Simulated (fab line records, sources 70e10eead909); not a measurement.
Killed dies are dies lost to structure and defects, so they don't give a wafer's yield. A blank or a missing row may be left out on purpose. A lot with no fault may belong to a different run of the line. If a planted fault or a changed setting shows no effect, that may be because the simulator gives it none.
Comparing a struck lot with a sound one	flow nandHarc	14 steps out of a route of 1302
Sound: wafers L624.1, L624.2, L624.4. The struck wafers were L636.2, L636.3, L636.6. The cause is given at the end.
Per side, at each step with rows, come the tool, then ch with its chambers, and then its first start. Under that, the readings that differ: sound wafers	struck wafers	difference of the means	sigmas: that difference in standard deviations of wafers without a fault.
alike: words and numbers the same on both sides, and readings whose means are apart by under 2 such deviations; not compared: readings that were withheld, readings missing a value for some wafer, numbers with overlapping values and no deviation given by the record, and bounds like >300 which may hide the same value.
The two part at a step that has a row with sigmas, a row that says differs or no value, or rows on one side only. When numbers do not overlap yet have no deviation, they are printed without sigmas and do not part them. Lack of a reading on every wafer of one side parts them only where that side has two or more wafers.

first, 5 steps without rows for these wafers: NHARC_P_GATE_SOFTBAKE_86 (time 95 s); NHARC_P_GATE_EBR_87; NHARC_P_GATE_EXPOSE_88 (exposes mask P HVN, target cd 2000 nm); NHARC_P_GATE_PEB_89 (peb time 85 s); NHARC_P_GATE_DEVELOP_90 (time 70 s).
NHARC_P_GATE_CD_MEAS_91: the cd target is 2000 nm.
  sound on cdSem-01 ch 0, day 5 16:22; struck on cdSem-02 ch 0, day 10 20:14
  alike: cdNm
then, 1 step without rows for these wafers: NHARC_P_GATE_HARDBAKE_92 (time 80 s).
NHARC_P_GATE_DESCUM_93: chemistry O2, time 3 s.
  sound on rieDiel-10 ch 0,2,3, day 5 16:31; struck on rieDiel-10 ch 1,2, day 10 20:24
  alike: drypumpMotorCurrentA, mfcArSccm, oesProductAu, rfVppV, showerheadPlenumPTorr, throttleValvePct
  not compared: rfHoursCounterH
following that, these wafers have no rows for 1 step: NHARC_P_GATE_IMPLANT_94.
NHARC_P_GATE_STRIP_113: strips in N2/H2, time 740 s.
  sound on plasmaAsher-02 ch 0,1, day 5 16:54; struck on plasmaAsher-02 ch 0,1, day 10 20:53
  alike: drypumpMotorCurrentA, heaterPowerW
  not compared: rfHoursCounterH
NHARC_P_GATE_STRIP_95: strips in O2.
  sound on plasmaAsher-02 ch 0,1, day 5 17:37; struck on plasmaAsher-02 ch 0,1, day 10 21:29
  alike: drypumpMotorCurrentA, heaterPowerW
  not compared: rfHoursCounterH
then, 1 step without rows for these wafers: NHARC_P_GATE_STRIP_96 (strips in SPM, time 900 s).
NHARC_P_GATE_RTA_64: time 1 s.
  struck on rtpAnneal-02, day 10 22:04; sound on rtpAnneal-02 ch 0, day 5 18:11
  no value came back on the struck wafers for annealTempCMax, lampPowerPct (%), lamp_zone_5_pct (%), wafer_temp_C_max; on the sound wafers annealTempCMax reads 1052.2 1053.3 1052.8
then, 1 step without rows for these wafers: NHARC_P_GATE_ETCH_77 (etches SiO2 in dHF, target depth 6 nm).

## WHERE THEY PART
At NHARC_P_GATE_RTA_64 and nowhere else, as far as this record goes.

WHY: what the simulator had put in
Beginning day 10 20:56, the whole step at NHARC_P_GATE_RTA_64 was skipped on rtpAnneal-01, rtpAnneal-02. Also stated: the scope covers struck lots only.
